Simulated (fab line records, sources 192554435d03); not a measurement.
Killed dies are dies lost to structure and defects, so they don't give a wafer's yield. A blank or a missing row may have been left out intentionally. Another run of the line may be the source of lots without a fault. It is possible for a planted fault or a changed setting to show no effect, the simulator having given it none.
Chamber matching -- flow n5Finfet -- N5_BEOL_M2_ETCHBACK_99 on rieDiel-04 has 4 sister chambers
The step etches SiO2 in CHF3, target depth 5 nm, time 10.4 s. 4 wafers are shown with their chamber, then 8 later ones without.

== WAFERS, EACH WITH ITS CHAMBER ==
wafer,chamber,throttleValvePct (%)
L088.6,0,16.98
L089.4,1,16.70
L089.6,2,17.25
L091.1,3,16.72

== WAFERS WITHOUT THEIR CHAMBER ==
wafer,throttleValvePct (%)
L091.2,16.72
L091.3,17.24
L093.1,17.25
L093.5,16.99
L093.6,16.73
L097.3,17.28
L097.4,16.74
L097.6,17.02

== WHICH CHAMBER EACH ONE RAN IN ==
wafer,from the rows above,in truth
L091.2,can't be placed: 3 or 1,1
L091.3,2,2
L093.1,2,2
L093.5,0,0
L093.6,can't be placed: 3 or 1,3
L097.3,2,2
L097.4,can't be placed: 3 or 1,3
L097.6,0,0
Correctly placed: 5 of 8. Unplaceable from these rows: 3, with the true chamber sitting among the candidates in 3. Wrongly placed: 0.
How it was worked out, from the rows above alone: a wafer's distance from a chamber is the root of the sum, over the readings, of the square of ((its reading less the chamber's mean) divided by the reading's scatter). If the next closest chamber is less than 2 further off than the closest, the wafer can't be placed; otherwise it belongs to the closest. The mean given for a chamber averages the wafers shown for that chamber. The scatter: with one shown wafer a chamber, the root of the mean of the squares of how far each hidden wafer lies from its nearest shown one.
